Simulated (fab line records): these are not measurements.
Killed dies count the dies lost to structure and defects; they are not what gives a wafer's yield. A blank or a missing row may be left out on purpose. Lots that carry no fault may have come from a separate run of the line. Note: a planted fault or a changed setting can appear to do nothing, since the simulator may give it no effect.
What tool caused it?    flow nandHarc    42 wafers from 14 lots sampled at 4 of the route's 1302 steps

== WHAT THE GAUGES SHOWED, per wafer ==
NHARC_P_M1_CD_MEAS_09: the cd target is 130 nm.
lot   measured      on        cdNm (nm)
L288  day 6 09:43   cdSem-03  129.4 130.2 131.2
L290  day 6 22:57   cdSem-03  130.3 131.8 131.5
L291  day 7 10:14   cdSem-02  132.1 130.9 131.2
L292  day 8 06:37   cdSem-03  129.5 130.6 131.3
L293  day 8 07:31   cdSem-01  130.2 130.8 130.1
L294  day 8 15:40   cdSem-02  129.0 130.0 129.1
L295  day 9 13:24   cdSem-01  130.3 131.8 130.8
L296  day 9 18:02   cdSem-01  129.1 129.9 129.3
L297  day 10 00:56  cdSem-02  129.3 131.7 131.2
L298  day 10 09:07  cdSem-02  131.1 129.6 131.0
L299  day 10 20:57  cdSem-01  129.9 129.6 130.8
L304  day 13 00:08  cdSem-03  151.2 151.6 151.0 151.5 151.9 150.4
L307  day 14 04:51  cdSem-03  147.3 146.6 146.8 147.2 146.6 146.5
L310  day 15 12:19  cdSem-03  129.5 130.2 130.1

== WHICH TOOL RAN EACH LOT (tool, then ch and the chambers of the sampled wafers, then the start) ==
lot   NHARC_P_M0_PVD_21                       NHARC_P_M0_ANNEAL_30             NHARC_P_M1_EXPOSE_06
L288  pvdSputter-01, day 6 07:41 or earlier   rtpAnneal-02 ch 0, day 6 07:41   arfiScanner-01 ch 0, day 6 09:35
L290  pvdSputter-02, day 6 20:36 or earlier   rtpAnneal-02 ch 0, day 6 20:36   arfiScanner-03 ch 0, day 6 22:49
L291  pvdSputter-02, day 7 08:02 or earlier   rtpAnneal-02 ch 0, day 7 08:02   arfiScanner-01 ch 0, day 7 10:06
L292  pvdSputter-01, day 8 04:23 or earlier   rtpAnneal-01 ch 0, day 8 04:23   arfiScanner-03 ch 0, day 8 06:28
L293  pvdSputter-02, day 8 05:31 or earlier   rtpAnneal-02 ch 0, day 8 05:31   arfiScanner-03 ch 0, day 8 07:22
L294  pvdSputter-02, day 8 13:30 or earlier   rtpAnneal-02 ch 0, day 8 13:30   arfiScanner-01 ch 0, day 8 15:32
L295  pvdSputter-03, day 9 10:48              rtpAnneal-01 ch 0, day 9 11:19   arfiScanner-01 ch 0, day 9 13:16
L296  pvdSputter-03, day 9 15:49 or earlier   rtpAnneal-02 ch 0, day 9 15:49   arfiScanner-02 ch 0, day 9 17:53
L297  pvdSputter-01, day 9 22:54 or earlier   rtpAnneal-01 ch 0, day 9 22:54   arfiScanner-02 ch 0, day 10 00:48
L298  pvdSputter-01, day 10 06:54 or earlier  rtpAnneal-01 ch 0, day 10 06:54  arfiScanner-01 ch 0, day 10 08:58
L299  pvdSputter-02, day 10 18:53 or earlier  rtpAnneal-02 ch 0, day 10 18:53  arfiScanner-03 ch 0, day 10 20:49
L304  pvdSputter-03, day 12 22:05 or earlier  rtpAnneal-01 ch 0, day 12 22:05  arfiScanner-03 ch 0, day 13 00:01
L307  pvdSputter-02, day 14 02:44 or earlier  rtpAnneal-02 ch 0, day 14 02:44  arfiScanner-03 ch 0, day 14 04:43
L310  pvdSputter-02, day 15 10:16 or earlier  rtpAnneal-02 ch 0, day 15 10:16  arfiScanner-01 ch 0, day 15 12:11
- NHARC_P_M0_PVD_21: deposits Cu, target thk 30 nm, time 20.49 s.
- NHARC_P_M0_ANNEAL_30: time 90 s.
- NHARC_P_M1_EXPOSE_06: exposes mask P M1, target cd 130 nm.

== WHAT THE TOOLS THEMSELVES READ (means of the sampled wafers that have a number; where no wafer has one, the mark that the record gives instead) ==
NHARC_P_M0_PVD_21.
lot   tool           cathodeDcPowerW (W)  substrateTempC (C)  throttleValvePct (%)
L288  pvdSputter-01  5000.6               29.99               30.2
L290  pvdSputter-02  5000.1               30.14               30.1
L291  pvdSputter-02  4999.3               29.99               30.6
L292  pvdSputter-01  5000.1               29.94               30.0
L293  pvdSputter-02  5001.2               30.13               31.1
L294  pvdSputter-02  5000.5               29.91               30.2
L295  pvdSputter-03  4999.7               30.06               30.9
L296  pvdSputter-03  4999.6               29.91               29.7
L297  pvdSputter-01  4999.6               30.01               30.5
L298  pvdSputter-01  5000.8               30.06               29.5
L299  pvdSputter-02  5000.5               29.97               29.5
L304  pvdSputter-03  5000.8               30.06               28.2
L307  pvdSputter-02  4999.8               30.04               30.2
L310  pvdSputter-02  5000.8               30.00               30.1

NHARC_P_M0_ANNEAL_30.
lot   tool          wafer_temp_C_max
L288  rtpAnneal-02  226.14
L290  rtpAnneal-02  226.00
L291  rtpAnneal-02  226.11
L292  rtpAnneal-01  226.34
L293  rtpAnneal-02  226.17
L294  rtpAnneal-02  225.93
L295  rtpAnneal-01  226.32
L296  rtpAnneal-02  226.41
L297  rtpAnneal-01  226.29
L298  rtpAnneal-01  226.11
L299  rtpAnneal-02  226.00
L304  rtpAnneal-01  226.36
L307  rtpAnneal-02  226.35
L310  rtpAnneal-02  226.12

NHARC_P_M1_EXPOSE_06.
lot   tool            exposureDoseMJCm2
L288  arfiScanner-01  81.93
L290  arfiScanner-03  81.90
L291  arfiScanner-01  81.81
L292  arfiScanner-03  81.83
L293  arfiScanner-03  81.90
L294  arfiScanner-01  81.83
L295  arfiScanner-01  81.91
L296  arfiScanner-02  81.89
L297  arfiScanner-02  81.82
L298  arfiScanner-01  81.80
L299  arfiScanner-03  81.90
L304  arfiScanner-03  115.28
L307  arfiScanner-03  108.62
L310  arfiScanner-01  81.90

== THE ANSWER, worked out from the rows above alone ==
Rule: the usual values come from the lots themselves. The widest of any qualifying gaps counts: lots, ordered by their means at a reading, are off when they make up no more than a third of the lots, leave a main group of 4 or more, and stand apart from it by 3 or more times the standard deviation of that group's means. If all means in a main group match to the digits the tables above print for the reading, that group is not used. A lot without any number at a reading at which 4 lots or more have one is off too. The other lots that the step has rows for count as sound. The gauges are gone through in route order, then the tools' own readings, and for those a lot's mean is taken as printed above. The first step at which some lot is off is used, and at that step the reading that is off furthest; a lot without a number counts as furthest.
Off, at NHARC_P_M1_CD_MEAS_09 on cdNm: L304, L307. For the main group the mean is 130.4 nm and the standard deviation 0.61.
If a tool, at a process step before that reading, ran all the lots that are off and no sound lot after the first of them, it fits. The gauges at NHARC_P_M1_CD_MEAS_09 aren't tried: what is off there is off at NHARC_P_M1_EXPOSE_06 too, on other tools, and a gauge's error can't cause that. With no start given for some of its lots, NHARC_P_M0_PVD_21 uses the hours and lot order of NHARC_P_M0_ANNEAL_30. One fits: NHARC_P_M1_EXPOSE_06 on arfiScanner-03. Its last sound lot is L299 (day 10 20:49), its first lot that is off L304 (day 13 00:01): a fault that began between those two fits.
The tool's own readings at NHARC_P_M1_EXPOSE_06 bear it out: on the lots that are off they differ by more than 5 times the standard deviation of the sound lots' means. exposureDoseMJCm2 reads 111.95 there against 81.87 on the sound lots.

== WHAT THE SIMULATOR HAD PUT IN ==
Drift in process parameters on arfiScanner-03 at NHARC_P_M1_EXPOSE_06, starting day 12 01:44. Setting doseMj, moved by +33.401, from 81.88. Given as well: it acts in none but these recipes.
Shown lots that were struck: L304, L307. Same finding as the rule above.
